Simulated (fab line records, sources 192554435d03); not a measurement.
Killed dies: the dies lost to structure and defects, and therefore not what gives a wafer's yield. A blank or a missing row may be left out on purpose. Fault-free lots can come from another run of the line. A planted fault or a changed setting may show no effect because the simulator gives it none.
fab line records	flow n5_finfet	part 1 of 2: steps 1 to 4 of 6
record: lots: 24	wafers: 72	last_day: 18
route steps=1938 shown FIN_SAQP@127
lots that met no fault: taken from a fault-free run of the same line
start_h: hours from the record's opening day to when the first of the lot's shown wafers began	wait_h: hours elapsed since this lot's preceding step	" as in the row above	L1.1+2: several wafers, shown together as one row	- no value, or no start given	* or withheld: withheld	< > ~ a bound
route shown NAME@n: NAME is a module with steps in the file, n the number in the route of the first one	usual: the fault-free wafers' mean and standard deviation	same: alike in all rows	chamber/n: place in a boat	sites: readings site by site	_std_site: standard deviation of those values	_edge_site: outer sites' mean less inner sites'	radius_mm: for every site, how far away it sits from the centre of the wafer	mask NAME#n: copy n	behind: the most recent tool/chamber to have shaped the wafer	hold: why the lot went on hold/how many hours it stayed there/how the hold came to an end	device: names the non-switching transistor (n, p or np)	end of line: the route-end tests of the same wafers	where a step has no rows: the recipe by itself	killed: dies lost to structure and defects at the first sort, not the wafer's yield	map: shows each die of a wafer: x if killed, . if not, _ if none is there
set.NAME: setting as actually run; set.NAME@STEP: the setting as run at that earlier step	model.NAME: the simulator's own value behind a step, which no gauge read
steps of the route over a sample of lots; a table a step, a row a wafer
services: the hour from which a tool's chamber was out of use, counted from the record's first day as start_h (under 0 if before that day), plus the number of hours and why
== steps ==
step: N5_FIN_SAQP_MANDREL1_REMOVE_56
recipe: chemistry: HBr/Cl2/O2	bt_time_s: 10	target: a-Si	stop_on: SiNx	endpoint: OES-SiCl	over_etch_frac: 1	icp_w: 600	bias_w: 22	HBr_flow_sccm: 150	Cl2_flow_sccm: 80	O2_flow_sccm: 5	pressure_mtorr: 10
usual: drypump_motor_current_A: 5.8/0.51	oes_product_au: 1.004/0.017	throttle_valve_pct: 36.64/0.28
lot.wafer	tool	chamber	start_h	wait_h	drypump_motor_current_A	oes_product_au	rf_hours_counter_h	throttle_valve_pct
L074.1	rie_si-01	0	23.25	0.1	5.2	0.982	26	36.05
L074.2	"	2	"	"	6.5	1.028	3	36.83
L074.3	"	3	"	"	5.0	1.007	9	36.68
L075.1	rie_si-01	3	29.12	0.1	5.0	1.009	9	36.68
L075.5	"	3	"	"	5.0	1.004	-	36.69
L075.6	"	0	"	"	5.2	1.001	-	36.05
L076.1	rie_si-03	1	35.65	0.1	6.2	0.991	25	36.74
L076.3	"	3	"	"	5.8	1.001	26	36.42
L076.4	"	0	"	"	5.8	0.994	71	36.48
L077.1	rie_si-03	0	41.43	0.1	5.8	0.990	71	36.49
L077.5	"	3	"	"	5.8	1.019	-	36.41
L077.6	"	2	"	"	6.1	0.993	-	36.41
L078.3	rie_si-03	0	47.60	0.1	5.8	1.004	71	36.48
L078.4	"	3	"	"	5.8	1.017	26	36.42
L078.6	"	2	"	"	6.0	1.002	-	36.42
L079.2	rie_si-01	3	54.09	0.1	5.0	1.016	9	36.68
L079.3	"	2	"	"	6.5	1.035	4	36.83
L079.4	"	1	"	"	5.8	1.033	2	36.63
L080.1	rie_si-01	3	61.07	0.1	5.0	1.018	10	36.67
L080.3	"	1	"	"	5.8	1.030	2	36.62
L080.5	"	2	"	"	6.5	1.034	-	36.83
L081.1	rie_si-06	3	66.48	0.1	5.4	0.980	1	37.03
L081.4	"	1	"	"	5.2	0.983	125	36.63
L081.6	"	3	"	"	5.4	0.980	-	37.02
L082.1	rie_si-03	2	71.31	0.1	6.0	0.998	163	36.43
L082.4	"	3	"	"	5.7	1.003	27	36.42
L082.5	"	2	"	"	6.0	0.992	-	36.43
L083.2	rie_si-03	2	77.94	0.1	6.0	1.003	163	36.44
L083.5	"	0	"	"	5.8	0.998	-	36.48
L083.6	"	1	"	"	6.2	0.992	-	36.75
L084.1	rie_si-01	2	84.05	0.1	6.5	1.034	4	36.83
L084.4	"	0	"	"	5.2	0.990	27	36.07
L084.5	"	2	"	"	6.6	1.038	-	36.84
L085.1	rie_si-01	1	90.99	0.1	5.8	1.035	3	36.63
L085.4	"	2	"	"	6.5	1.041	5	36.82
L085.6	"	0	"	"	5.2	0.980	-	36.06
L086.1	rie_si-03	2	97.79	0.1	6.0	1.004	164	36.41
L086.4	"	1	"	"	6.2	0.976	26	36.77
L086.5	"	0	"	"	5.8	0.986	-	36.48
L087.3	rie_si-06	3	101.85	0.1	5.4	0.989	1	37.03
L087.4	"	0	"	"	5.6	1.014	80	36.99
L087.6	"	3	"	"	5.4	0.994	-	37.02
L088.1	rie_si-06	3	107.34	0.1	5.4	0.990	1	37.04
L088.2	"	1	"	"	5.2	0.995	126	36.64
L088.6	"	3	"	"	5.4	0.992	-	37.03
L089.1	rie_si-03	1	114.69	0.1	6.2	0.983	26	36.75
L089.2	"	2	"	"	6.0	0.998	164	36.43
L089.4	"	3	"	"	5.8	1.009	-	36.41
L090.1	rie_si-06	3	120.10	0.1	5.4	0.976	2	37.03
L090.2	"	1	"	"	5.2	0.978	126	36.60
L090.3	"	0	"	"	5.7	1.010	81	36.99
L091.1	rie_si-01	3	127.17	0.1	5.0	1.008	11	36.67
L091.4	"	0	"	"	5.2	1.000	28	36.06
L091.6	"	0	"	"	5.2	1.002	-	36.06
L092.1	rie_si-06	2	131.44	0.1	6.7	1.007	63	36.92
L092.2	"	3	"	"	5.4	0.985	2	37.01
L092.3	"	1	"	"	5.2	0.984	126	36.64
L093.3	rie_si-06	3	136.94	0.1	5.4	0.987	2	37.02
L093.4	"	1	"	"	5.2	0.977	127	36.62
L093.6	"	3	"	"	5.4	0.985	-	37.00
L094.1	rie_si-01	2	143.28	0.1	6.6	1.040	5	36.84
L094.4	"	0	"	"	5.2	0.998	28	36.06
L094.6	"	2	"	"	6.5	1.026	-	36.83
L095.2	rie_si-01	3	150.05	0.1	5.0	1.006	11	36.68
L095.3	"	0	"	"	5.2	0.998	28	36.05
L095.6	"	3	"	"	5.0	1.005	-	36.67
L096.1	rie_si-06	0	155.92	0.1	5.7	0.998	82	36.99
L096.2	"	3	"	"	5.4	0.981	2	37.02
L096.5	"	1	"	"	5.2	0.981	-	36.64
L097.1	rie_si-03	1	162.95	0.1	6.2	0.989	27	36.74
L097.4	"	3	"	"	5.7	1.026	29	36.43
L097.6	"	1	"	"	6.2	0.995	-	36.74
step: N5_FIN_SAQP_CD_MEAS_27
recipe: target_cd_nm: 20	landing_energy_ev: 1000	detector: se_inlens	polarity: line
usual: cd_nm: 20.31/0.21
lot.wafer	tool	chamber	start_h	wait_h	cd_nm
L074.1	cd_sem-02	0	23.36	0.1	20.70
L074.2	"	0	"	"	20.23
L074.3	"	0	"	"	20.05
L075.1	cd_sem-03	0	29.23	0.1	20.64
L075.5	"	0	"	"	20.62
L075.6	"	0	"	"	20.50
L076.1	cd_sem-03	0	35.76	0.1	20.30
L076.3	"	0	"	"	20.15
L076.4	"	0	"	"	19.99
L077.1	cd_sem-02	0	41.54	0.1	20.16
L077.5	"	0	"	"	20.69
L077.6	"	0	"	"	20.47
L078.3	cd_sem-02	0	47.72	0.1	19.91
L078.4	"	0	"	"	20.53
L078.6	"	0	"	"	20.36
L079.2	cd_sem-02	0	54.21	0.1	19.93
L079.3	"	0	"	"	20.30
L079.4	"	0	"	"	19.80
L080.1	cd_sem-03	0	61.18	0.1	20.49
L080.3	"	0	"	"	20.05
L080.5	"	0	"	"	20.52
L081.1	cd_sem-02	0	66.59	0.1	20.49
L081.4	"	0	"	"	20.15
L081.6	"	0	"	"	20.53
L082.1	cd_sem-03	0	71.42	0.1	19.96
L082.4	"	0	"	"	20.00
L082.5	"	0	"	"	20.38
L083.2	cd_sem-03	0	78.06	0.1	20.61
L083.5	"	0	"	"	20.27
L083.6	"	0	"	"	20.23
L084.1	cd_sem-03	0	84.16	0.1	19.97
L084.4	"	0	"	"	20.49
L084.5	"	0	"	"	20.79
L085.1	cd_sem-01	0	91.10	0.1	20.43
L085.4	"	0	"	"	20.02
L085.6	"	0	"	"	20.19
L086.1	cd_sem-02	0	97.90	0.1	20.22
L086.4	"	0	"	"	20.43
L086.5	"	0	"	"	20.15
L087.3	cd_sem-02	0	101.97	0.1	20.16
L087.4	"	0	"	"	20.43
L087.6	"	0	"	"	20.17
L088.1	cd_sem-02	0	107.45	0.1	19.96
L088.2	"	0	"	"	20.58
L088.6	"	0	"	"	20.29
L089.1	cd_sem-02	0	114.80	0.1	20.34
L089.2	"	0	"	"	20.43
L089.4	"	0	"	"	20.20
L090.1	cd_sem-01	0	120.21	0.1	20.35
L090.2	"	0	"	"	20.95
L090.3	"	0	"	"	20.54
L091.1	cd_sem-02	0	127.28	0.1	20.14
L091.4	"	0	"	"	20.15
L091.6	"	0	"	"	20.42
L092.1	cd_sem-02	0	131.55	0.1	19.99
L092.2	"	0	"	"	20.22
L092.3	"	0	"	"	19.83
L093.3	cd_sem-01	0	137.06	0.1	20.10
L093.4	"	0	"	"	20.22
L093.6	"	0	"	"	20.23
L094.1	cd_sem-01	0	143.39	0.1	20.28
L094.4	"	0	"	"	20.19
L094.6	"	0	"	"	20.42
L095.2	cd_sem-01	0	150.17	0.1	20.38
L095.3	"	0	"	"	20.15
L095.6	"	0	"	"	20.23
L096.1	cd_sem-01	0	156.03	0.1	20.55
L096.2	"	0	"	"	20.50
L096.5	"	0	"	"	20.54
L097.1	cd_sem-03	0	163.06	0.1	20.34
L097.4	"	0	"	"	20.20
L097.6	"	0	"	"	20.17
step: N5_FIN_SAQP_ETCH_65
recipe: chemistry: CF4	target: SiO2	target_depth_a: 40	ion_energy_ev: 350	time_s: 4.4	pressure_mtorr: 10	icp_w: 800	bias_w: 400	cf4_flow_sccm: 80
usual: drypump_motor_current_A: 5.7/0.5	oes_product_au: 1.002/0.018	throttle_valve_pct: 21.69/0.23
lot.wafer	tool	chamber	start_h	wait_h	drypump_motor_current_A	oes_product_au	rf_hours_counter_h	throttle_valve_pct
L074.1	rie_si-06	0	23.53	0.1	5.7	1.012	79	21.92
L074.2	"	2	"	"	6.7	1.012	61	22.07
L074.3	"	1	"	"	5.2	0.981	124	21.66
L075.1	rie_si-06	0	29.39	0.1	5.6	1.016	79	21.92
L075.5	"	2	"	"	6.7	1.014	-	22.05
L075.6	"	3	"	"	5.4	0.986	-	22.08
L076.1	rie_si-01	3	35.91	0.1	5.0	1.011	9	21.77
L076.3	"	2	"	"	6.5	1.033	4	21.83
L076.4	"	0	"	"	5.2	0.978	26	21.30
L077.1	rie_si-01	2	41.72	0.1	6.5	1.036	4	21.80
L077.5	"	1	"	"	5.8	1.010	-	21.76
L077.6	"	2	"	"	6.5	1.022	-	21.79
L078.3	rie_si-01	0	47.94	0.1	5.2	0.979	26	21.32
L078.4	"	3	"	"	5.0	0.997	9	21.75
L078.6	"	2	"	"	6.6	1.026	-	21.80
L079.2	rie_si-06	1	54.36	0.1	5.2	0.978	125	21.66
L079.3	"	0	"	"	5.7	1.004	79	21.91
L079.4	"	3	"	"	5.4	0.981	0	22.09
L080.1	rie_si-03	2	61.33	0.1	6.1	0.996	163	21.70
L080.3	"	3	"	"	5.7	1.020	27	21.49
L080.5	"	3	"	"	5.8	1.019	-	21.49
L081.1	rie_si-03	2	66.75	0.1	6.0	0.994	163	21.68
L081.4	"	3	"	"	5.8	1.021	27	21.48
L081.6	"	0	"	"	5.8	0.973	-	21.37
L082.1	rie_si-01	0	71.57	0.1	5.2	1.000	26	21.32
L082.4	"	2	"	"	6.5	1.039	4	21.80
L082.5	"	0	"	"	5.2	0.996	-	21.31
L083.2	rie_si-01	0	78.28	0.1	5.1	0.985	27	21.31
L083.5	"	0	"	"	5.2	0.992	-	21.32
L083.6	"	3	"	"	5.0	1.016	-	21.75
L084.1	rie_si-06	2	84.32	0.1	6.7	1.016	62	22.07
L084.4	"	1	"	"	5.2	0.987	126	21.65
L084.5	"	3	"	"	5.4	0.990	-	22.09
L085.1	rie_si-06	0	91.26	0.1	5.7	1.011	80	21.89
L085.4	"	3	"	"	5.4	0.979	1	22.09
L085.6	"	0	"	"	5.7	1.011	-	21.91
L086.1	rie_si-01	3	98.20	0.1	5.0	1.010	10	21.75
L086.4	"	1	"	"	5.8	1.014	3	21.76
L086.5	"	0	"	"	5.2	0.977	-	21.31
L087.3	rie_si-03	2	102.12	0.1	6.1	1.000	164	21.69
L087.4	"	1	"	"	6.2	0.984	26	21.72
L087.6	"	3	"	"	5.8	1.014	-	21.49
L088.1	rie_si-03	0	107.61	0.1	5.8	0.985	72	21.36
L088.2	"	3	"	"	5.7	1.027	28	21.49
L088.6	"	2	"	"	6.0	0.994	-	21.67
L089.1	rie_si-06	1	114.95	0.1	5.2	0.986	126	21.65
L089.2	"	3	"	"	5.4	0.979	2	22.08
L089.4	"	2	"	"	6.7	1.019	62	22.09
L090.1	rie_si-03	1	120.37	0.1	6.2	0.987	26	21.72
L090.2	"	3	"	"	5.8	1.018	28	21.49
L090.3	"	2	"	"	6.0	0.985	164	21.67
L091.1	rie_si-06	0	127.44	0.1	5.7	1.000	81	21.89
L091.4	"	1	"	"	5.2	0.980	126	21.67
L091.6	"	1	"	"	5.2	0.978	-	21.68
L092.1	rie_si-03	2	131.71	0.1	6.1	0.996	164	21.68
L092.2	"	0	"	"	5.8	0.988	73	21.38
L092.3	"	3	"	"	5.7	1.026	28	21.51
L093.3	rie_si-03	0	137.21	0.1	5.8	0.988	73	21.37
L093.4	"	1	"	"	6.2	0.992	27	21.72
L093.6	"	1	"	"	6.2	0.985	-	21.73
L094.1	rie_si-03	3	143.68	0.1	5.7	1.021	28	21.50
L094.4	"	0	"	"	5.8	0.988	73	21.36
L094.6	"	1	"	"	6.1	0.995	-	21.72
L095.2	rie_si-03	1	150.32	0.1	6.2	0.993	27	21.74
L095.3	"	0	"	"	5.8	0.979	73	21.36
L095.6	"	3	"	"	5.8	1.028	-	21.50
L096.1	rie_si-01	0	156.30	0.1	5.2	0.980	28	21.31
L096.2	"	2	"	"	6.5	1.030	6	21.80
L096.5	"	2	"	"	6.5	1.028	-	21.80
L097.1	rie_si-01	3	163.22	0.1	5.0	1.015	12	21.76
L097.4	"	2	"	"	6.5	1.033	6	21.80
L097.6	"	0	"	"	5.2	0.985	-	21.30
step: N5_FIN_SAQP_ETCH_69
recipe: chemistry: N2/H2	target: SOC	target_depth_a: 1500	stop_on: SiNx	ion_energy_ev: 100	bias_w: 61	pressure_mtorr: 30	source_w: 850	n2_flow_sccm: 200	h2_flow_sccm: 200
usual: drypump_motor_current_A: 5.8/0.35	n2_flow_sccm: 200.1/0.58	oes_product_au: 0.78/0.083	rf_vpp_V: 240.5/1.5	showerhead_plenum_p_Torr: 2.54/0.088	throttle_valve_pct: 17.83/0.24
lot.wafer	tool	chamber	start_h	wait_h	drypump_motor_current_A	n2_flow_sccm	oes_product_au	rf_hours_counter_h	rf_vpp_V	showerhead_plenum_p_Torr	throttle_valve_pct
L074.1	rie_diel-04	2	24.09	-	5.6	200.2	0.79	121	241.9	2.65	18.04
L074.2	"	3	"	"	5.7	200.1	0.68	252	237.5	2.39	18.17
L074.3	"	0	"	"	5.5	199.4	0.94	13	241.2	2.49	17.37
L075.1	rie_diel-01	2	29.95	-	6.2	199.6	0.74	154	239.3	2.54	17.70
L075.5	"	2	"	"	6.2	200.3	0.74	-	241.5	2.54	17.69
L075.6	"	1	"	"	6.0	200.5	0.71	-	240.1	2.54	17.77
L076.1	rie_diel-04	2	36.48	-	5.6	199.7	0.78	125	241.8	2.65	18.05
L076.3	"	3	"	"	5.7	199.8	0.67	256	238.0	2.39	18.16
L076.4	"	2	"	"	5.6	199.9	0.79	-	241.9	2.65	18.06
L077.1	rie_diel-04	2	42.28	-	5.6	200.4	0.78	127	241.9	2.65	18.05
L077.5	"	2	"	"	5.6	200.3	0.78	-	241.3	2.65	18.06
L077.6	"	0	"	"	5.5	199.3	0.93	-	237.6	2.49	17.37
L078.3	rie_diel-03	2	48.51	-	5.5	199.3	0.81	100	243.2	2.68	18.02
L078.4	"	3	"	"	5.9	200.4	0.79	126	241.5	2.45	18.06
L078.6	"	0	"	"	5.1	200.7	0.69	-	239.3	2.52	18.06
L079.2	rie_diel-01	3	54.92	-	5.8	199.5	0.81	82	239.8	2.47	17.93
L079.3	"	0	"	"	6.1	199.7	0.86	55	240.9	2.47	17.48
L079.4	"	2	"	"	6.2	200.0	0.74	162	240.1	2.54	17.69
L080.1	rie_diel-04	1	61.89	-	6.3	199.6	0.91	8	243.3	2.72	17.79
L080.3	"	0	"	"	5.5	200.0	0.91	28	237.5	2.49	17.38
L080.5	"	1	"	"	6.3	200.8	0.91	-	242.3	2.72	17.78
L081.1	rie_diel-01	1	67.32	-	5.9	201.1	0.71	191	239.3	2.53	17.79
L081.4	"	2	"	"	6.2	199.9	0.73	-	241.2	2.53	17.72
L081.6	"	1	"	"	5.9	199.8	0.70	-	240.0	2.53	17.79
L082.1	rie_diel-04	1	72.14	-	6.2	200.0	0.89	13	242.0	2.72	17.79
L082.4	"	3	"	"	5.7	200.0	0.94	1	244.1	2.71	17.72
L082.5	"	1	"	"	6.2	199.7	0.89	-	242.2	2.72	17.79
L083.2	rie_diel-03	2	78.84	-	5.5	199.8	0.79	111	242.9	2.67	18.02
L083.5	"	0	"	"	5.1	199.5	0.68	-	239.8	2.51	18.08
L083.6	"	2	"	"	5.5	199.9	0.79	-	242.3	2.67	18.03
L084.1	rie_diel-04	2	85.00	-	5.6	200.6	0.76	146	243.1	2.64	18.10
L084.4	"	0	"	"	5.5	200.8	0.89	38	239.6	2.48	17.40
L084.5	"	0	"	"	5.5	201.0	0.89	-	240.2	2.48	17.40
L085.1	rie_diel-03	3	91.89	-	5.9	199.4	0.78	134	238.4	2.45	18.07
L085.4	"	3	"	"	5.9	198.7	0.78	-	240.8	2.45	18.08
L085.6	"	1	"	"	6.4	199.2	0.68	-	240.4	2.51	17.79
L086.1	rie_diel-03	2	98.76	-	5.5	200.3	0.78	116	242.2	2.67	18.03
L086.4	"	1	"	"	6.3	199.2	0.68	237	238.5	2.51	17.79
L086.5	"	1	"	"	6.3	198.8	0.68	-	240.0	2.51	17.79
L087.3	rie_diel-01	3	102.68	-	5.7	199.5	0.79	96	239.2	2.46	17.95
L087.4	"	0	"	"	6.0	200.5	0.85	73	239.1	2.47	17.52
L087.6	"	1	"	"	6.0	199.1	0.70	-	241.1	2.53	17.82
L088.1	rie_diel-01	2	108.17	-	6.2	200.7	0.72	182	238.6	2.53	17.75
L088.2	"	1	"	"	6.0	200.0	0.69	206	240.7	2.53	17.82
L088.6	"	2	"	"	6.2	200.2	0.72	-	241.3	2.53	17.75
L089.1	rie_diel-01	2	115.55	-	6.2	200.5	0.72	184	241.1	2.53	17.75
L089.2	"	0	"	"	6.0	199.2	0.84	77	239.7	2.46	17.54
L089.4	"	1	"	"	6.0	200.3	0.69	208	240.6	2.53	17.84
L090.1	rie_diel-01	1	121.09	-	6.0	200.9	0.69	210	240.4	2.52	17.85
L090.2	"	3	"	"	5.7	201.2	0.79	101	239.7	2.46	17.97
L090.3	"	0	"	"	6.1	200.5	0.83	79	239.1	2.46	17.53
L091.1	rie_diel-04	0	128.01	-	5.5	199.0	0.86	54	239.3	2.48	17.41
L091.4	"	3	"	"	5.7	200.4	0.87	20	243.5	2.70	17.75
L091.6	"	3	"	"	5.7	200.4	0.87	-	243.2	2.70	17.74
L092.1	rie_diel-01	3	132.27	-	5.7	200.1	0.79	104	238.2	2.46	17.97
L092.2	"	0	"	"	6.1	200.7	0.83	83	239.4	2.46	17.52
L092.3	"	2	"	"	6.2	201.2	0.71	189	240.3	2.53	17.76
L093.3	rie_diel-04	3	137.77	-	5.7	200.3	0.87	23	242.7	2.70	17.74
L093.4	"	1	"	"	6.2	200.1	0.86	34	242.4	2.71	17.84
L093.6	"	3	"	"	5.7	199.3	0.87	-	241.8	2.70	17.75
L094.1	rie_diel-03	2	144.26	-	5.5	200.9	0.77	132	242.8	2.66	18.07
L094.4	"	3	"	"	5.9	201.0	0.76	-	239.8	2.44	18.11
L094.6	"	0	"	"	5.1	201.1	0.67	-	239.3	2.50	18.11
L095.2	rie_diel-03	3	150.89	-	5.9	199.6	0.76	154	238.5	2.44	18.10
L095.3	"	0	"	"	5.1	198.8	0.66	255	240.4	2.50	18.11
L095.6	"	2	"	"	5.5	200.5	0.77	-	240.8	2.66	18.08
L096.1	rie_diel-01	1	156.94	-	6.0	200.8	0.68	222	239.5	2.52	17.85
L096.2	"	2	"	"	6.2	200.6	0.71	198	240.3	2.52	17.78
L096.5	"	3	"	"	5.8	199.7	0.78	-	238.8	2.46	17.97
L097.1	rie_diel-03	1	163.78	-	6.3	199.6	0.97	2	241.4	2.50	17.39
L097.4	"	2	"	"	5.5	200.0	0.76	-	243.0	2.66	18.09
L097.6	"	1	"	"	6.4	200.2	0.96	-	240.5	2.50	17.40
